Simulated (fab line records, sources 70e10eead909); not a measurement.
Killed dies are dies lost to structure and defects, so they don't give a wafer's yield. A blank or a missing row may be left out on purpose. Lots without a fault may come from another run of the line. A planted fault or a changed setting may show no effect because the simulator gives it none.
Which tool did it? | flow nand_harc | 14 lots, 42 wafers sampled, at 1 step of a route of 1302

WHAT THE GAUGES READ, wafer by wafer
NHARC_P_GATE_INSPECT_68.
lot  | measured     | on                | raw_defect_count
L627 | day 5 00:47  | defect_inspect-02 | 128 191 440
L626 | day 5 01:31  | defect_inspect-02 | 272 207 92
L628 | day 5 17:48  | defect_inspect-02 | 249 246 265
L629 | day 5 19:26  | defect_inspect-01 | 176 249 228
L630 | day 6 09:02  | defect_inspect-02 | 270 316 248
L631 | day 7 04:33  | defect_inspect-02 | 162 285 256
L634 | day 8 00:38  | defect_inspect-01 | 230 169 122
L638 | day 9 15:13  | defect_inspect-02 | 229 124 287
L639 | day 10 02:50 | defect_inspect-02 | 130 133 280
L641 | day 10 23:18 | defect_inspect-01 | 179 199 176
L646 | day 13 06:55 | defect_inspect-01 | 101 99 147
L647 | day 13 10:58 | defect_inspect-02 | 115 104 180
L648 | day 13 23:04 | defect_inspect-02 | 189 180 255
L649 | day 14 05:35 | defect_inspect-01 | 96 108 135

WHICH TOOL RAN EACH LOT (tool, then ch and the chambers of the sampled wafers, then the start)
The record holds no process step before these readings.

WHAT THE TOOLS THEMSELVES READ (means of the sampled wafers that have a number; where no wafer has one, the mark that the record gives instead)
The record holds no such reading with a usual standard deviation.

THE ANSWER, worked out from the rows above alone
Rule: what is usual is taken from the lots themselves. Put in order of their means at a reading, lots are off if they are a third of the lots or fewer, leave a main group of 4 or more, and stand apart from it by a gap of 3 or more times the standard deviation of the main group's means; of several such gaps the widest counts. A main group whose means are all the same, to the digits that the tables above print for the reading, isn't used. A lot without any number at a reading at which 4 lots or more have one is off too. The other lots that the step has rows for count as sound. The gauges are gone through in route order, then the tools' own readings, and for those a lot's mean is taken as printed above. The first step at which some lot is off is used, and at that step the reading that is off furthest; a lot without a number counts as furthest.
No lot is off at any reading shown: from this, nothing can be told.

WHAT THE SIMULATOR HAD PUT IN
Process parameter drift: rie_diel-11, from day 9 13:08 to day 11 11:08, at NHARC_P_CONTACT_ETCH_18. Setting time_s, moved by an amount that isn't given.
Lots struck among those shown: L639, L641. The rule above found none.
